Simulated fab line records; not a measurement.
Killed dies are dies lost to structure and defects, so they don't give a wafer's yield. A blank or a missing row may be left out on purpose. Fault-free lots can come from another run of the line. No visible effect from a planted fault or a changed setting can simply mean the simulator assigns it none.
A struck lot beside a sound one ; flow n5_finfet ; 14 steps out of a route of 1938
Sound: these wafers, L604.3, L604.4, L604.6. Wafers L591.1, L591.2, L591.4 were the ones struck. Last of all comes the cause.
Each step with rows lists, per side, the tool, then ch with its chambers, then its first start. Under that, the readings that differ: sound wafers ; struck wafers ; difference of the means ; sigmas: that difference in standard deviations of wafers without a fault.
alike: same words and numbers on both sides, and readings whose means sit less than 2 such deviations apart. not compared: any withheld reading, any reading some wafer has no value for, any bound like >300 that may hide the same value, and any number with overlapping values for which the record gives no deviation.
Wherever a step has rows on one side only, a row that says differs or no value, or a row with sigmas, the two part there. When numbers do not overlap yet have no deviation, they are printed without sigmas and do not part them. A reading missing from all wafers of one side parts the sides only when that side holds two or more wafers.

N5_BEOL_M9_ETCH_62: etches SOC in N2/H2, target depth 110 nm, overetch 22 nm, time 165 s.
  sound on rie_diel-05 ch 0,1,2, day 16 07:30; struck on rie_diel-02 ch 0,1,2, day 12 19:58
  alike: drypump_motor_current_A, n2_flow_sccm, oes_product_au, rf_vpp_V, showerhead_plenum_p_Torr, temp_c, throttle_valve_pct
  not compared: rf_hours_counter_h
then, 1 step without rows for these wafers: N5_BEOL_M9_STRIP_68 (strips in N2/H2).
N5_BEOL_M9_STRIP_67: strips in CF4.
  sound on rie_diel-05 ch 0,1,2, day 16 07:39; struck on rie_diel-02 ch 0,1,2, day 12 20:07
  alike: drypump_motor_current_A, oes_product_au, rf_vpp_V, showerhead_plenum_p_Torr, throttle_valve_pct
  not compared: rf_hours_counter_h
N5_BEOL_M9_HM_OPEN_17: chemistry Cl2/BCl3, target TiN, target depth 20 nm, overetch 6 nm.
  sound on rie_metal-02 ch 0,1, day 16 07:43; struck on rie_metal-01 ch 0,1, day 12 20:09
  alike: drypump_motor_current_A, oes_product_au, throttle_valve_pct
  not compared: rf_hours_counter_h
N5_BEOL_M9_STRIP_19: strips in O2.
  sound on rie_diel-03 ch 0,3, day 16 07:48; struck on rie_diel-05 ch 1,3, day 12 20:18
  alike: drypump_motor_current_A, oes_product_au, rf_vpp_V, showerhead_plenum_p_Torr, temp_c, throttle_valve_pct
  not compared: rf_hours_counter_h
N5_BEOL_M9_CD_MEAS_18: pitch 140 nm, target cd 70 nm.
  sound on cd_sem-02, day 16 07:52; struck on cd_sem-02, day 12 20:23
  alike: cd_nm
then, 6 steps without rows for these wafers: N5_BEOL_M9_COAT_63 (time 60 s, resist thk 60 nm); N5_BEOL_M9_COAT_64 (time 60 s, resist thk 12 nm); N5_BEOL_M9_COAT_75 (time 60 s, resist thk 5 nm); N5_BEOL_M9_COAT_22 (resist thk 30 nm); N5_BEOL_M9_EBR_24; N5_BEOL_M9_SOFTBAKE_23 (time 60 s).
N5_BEOL_M9_EXPOSE_25: exposes mask V8.
  sound on euv_scanner-02 ch 0, day 16 08:04; struck on euv_scanner-02, day 12 20:36
  no value came back on the struck wafers for exposure_dose_mJ_cm2, focus_offset_nm (nm), reticle_temp_C (C), stage_msd_nm (nm); on the sound wafers exposure_dose_mJ_cm2 reads 37.16 37.14 37.22
  alike: mask
then, 1 step without rows for these wafers: N5_BEOL_M9_PEB_26 (peb time 60 s).

== WHERE THEY PART ==
Only at N5_BEOL_M9_EXPOSE_25, within this record.

WHY: what had been put in by the simulator
Skipped step whole: euv_scanner-02, from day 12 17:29 on, at N5_BEOL_M9_EXPOSE_25. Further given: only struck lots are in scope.
